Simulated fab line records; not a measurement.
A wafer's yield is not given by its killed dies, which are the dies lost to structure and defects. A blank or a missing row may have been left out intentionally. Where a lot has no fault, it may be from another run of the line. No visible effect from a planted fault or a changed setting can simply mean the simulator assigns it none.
Matching of chambers    flow n5_finfet    N5_BEOL_M11_CMP_52 on cmp-03 has 4 sister chambers
The step polishes, stops on SiCOH lowk, t overpolish 7 s, target thk 140 nm. 8 wafers are shown with their chamber, then 10 later ones without.

## EACH WAFER AND ITS CHAMBER
wafer   chamber  motor_current_A (A)  barrier_field_endpoint_s (s)
L075.4  3        5.6                  28.8
L081.6  3        6.0                  28.0
L084.5  0        6.4                  28.9
L090.3  2        6.4                  29.0
L090.4  1        5.8                  30.9
L090.6  2        6.8                  29.7
L085.2  1        6.5                  29.6
L085.3  0        6.3                  27.7

## WAFERS WITH NO CHAMBER GIVEN
wafer   motor_current_A (A)  barrier_field_endpoint_s (s)
L085.4  5.7                  29.3
L089.1  6.7                  28.6
L089.2  6.8                  28.6
L089.4  5.5                  28.7
L094.2  6.6                  29.3
L094.3  6.2                  30.6
L094.4  6.5                  29.2
L095.1  6.5                  28.9
L095.2  6.3                  29.0
L095.6  6.5                  29.5

## WHICH CHAMBER EACH ONE RAN IN
wafer   from the rows above                in truth
L085.4  can't be placed: 3 or 1 or 0 or 2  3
L089.1  can't be placed: 2 or 0 or 3 or 1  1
L089.2  can't be placed: 2 or 0 or 1 or 3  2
L089.4  can't be placed: 3 or 0 or 1       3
L094.2  can't be placed: 2 or 0 or 1       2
L094.3  can't be placed: 1 or 2            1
L094.4  can't be placed: 2 or 0 or 1       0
L095.1  can't be placed: 2 or 0 or 1 or 3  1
L095.2  can't be placed: 0 or 2 or 3 or 1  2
L095.6  can't be placed: 2 or 1 or 0       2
Correctly placed: 0 of 10. Can't be placed from these rows: 10 (the true chamber is among the candidates in 10). Placed wrongly: 0.
How it was worked out, from the rows above alone: a wafer's distance from a chamber is the root of the sum, over the readings, of the square of ((its reading less the chamber's mean) divided by the reading's scatter). The wafer belongs to the nearest chamber; if the next one is less than 2 further off, it can't be placed. Each chamber's mean is taken over the wafers shown for it. How the scatter is found: for the shown wafers, subtract from each reading the mean of its chamber, square and add these, divide the total by (wafers less chambers), then take the root.
